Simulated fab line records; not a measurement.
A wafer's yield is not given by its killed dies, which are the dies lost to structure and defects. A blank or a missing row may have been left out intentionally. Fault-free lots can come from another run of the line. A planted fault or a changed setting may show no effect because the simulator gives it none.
Chamber matching / flow n5-finfet / N5_FIN_SAQP_DESCUM_21 on rie-diel-04: 4 sister chambers
The step chemistry O2, time 7.9 s. 7 wafers are shown with their chamber, then 8 later ones without.

== WAFERS PAIRED WITH THEIR CHAMBERS ==
wafer=L087.6; chamber=0; throttle-valve-pct (%)=20.36; drypump-motor-current-A (A)=5.44
wafer=L088.2; chamber=1; throttle-valve-pct (%)=20.65; drypump-motor-current-A (A)=6.02
wafer=L088.5; chamber=0; throttle-valve-pct (%)=20.36; drypump-motor-current-A (A)=5.43
wafer=L088.6; chamber=3; throttle-valve-pct (%)=20.40; drypump-motor-current-A (A)=6.01
wafer=L091.4; chamber=3; throttle-valve-pct (%)=20.41; drypump-motor-current-A (A)=6.01
wafer=L091.6; chamber=2; throttle-valve-pct (%)=20.89; drypump-motor-current-A (A)=5.45
wafer=L093.1; chamber=2; throttle-valve-pct (%)=20.88; drypump-motor-current-A (A)=5.45

== WAFERS WITHOUT THEIR CHAMBER ==
wafer=L093.2; throttle-valve-pct (%)=20.40; drypump-motor-current-A (A)=5.45
wafer=L093.4; throttle-valve-pct (%)=20.42; drypump-motor-current-A (A)=6.02
wafer=L095.1; throttle-valve-pct (%)=20.41; drypump-motor-current-A (A)=6.03
wafer=L095.4; throttle-valve-pct (%)=20.41; drypump-motor-current-A (A)=6.04
wafer=L095.5; throttle-valve-pct (%)=20.88; drypump-motor-current-A (A)=5.45
wafer=L096.3; throttle-valve-pct (%)=20.41; drypump-motor-current-A (A)=5.43
wafer=L096.5; throttle-valve-pct (%)=20.39; drypump-motor-current-A (A)=5.39
wafer=L096.6; throttle-valve-pct (%)=20.43; drypump-motor-current-A (A)=6.01

== CHAMBER TAKEN BY EACH ==
wafer=L093.2; from the rows above=0; in truth=0
wafer=L093.4; from the rows above=3; in truth=3
wafer=L095.1; from the rows above=3; in truth=3
wafer=L095.4; from the rows above=3; in truth=3
wafer=L095.5; from the rows above=2; in truth=2
wafer=L096.3; from the rows above=0; in truth=0
wafer=L096.5; from the rows above=0; in truth=0
wafer=L096.6; from the rows above=3; in truth=3
8 of 8 placed correctly. Left unplaced by these rows: 0. Placed wrongly: 0.
How it was worked out, from the rows above alone: a wafer's distance from a chamber is the root of the sum, over the readings, of the square of ((its reading less the chamber's mean) divided by the reading's scatter). If the next closest chamber is less than 2 further off than the closest, the wafer can't be placed; otherwise it belongs to the closest. Each chamber's mean is taken over the wafers shown for it. The scatter: the root of (the sum of the squares of (reading less its chamber's mean) over the shown wafers, divided by (wafers less chambers)).
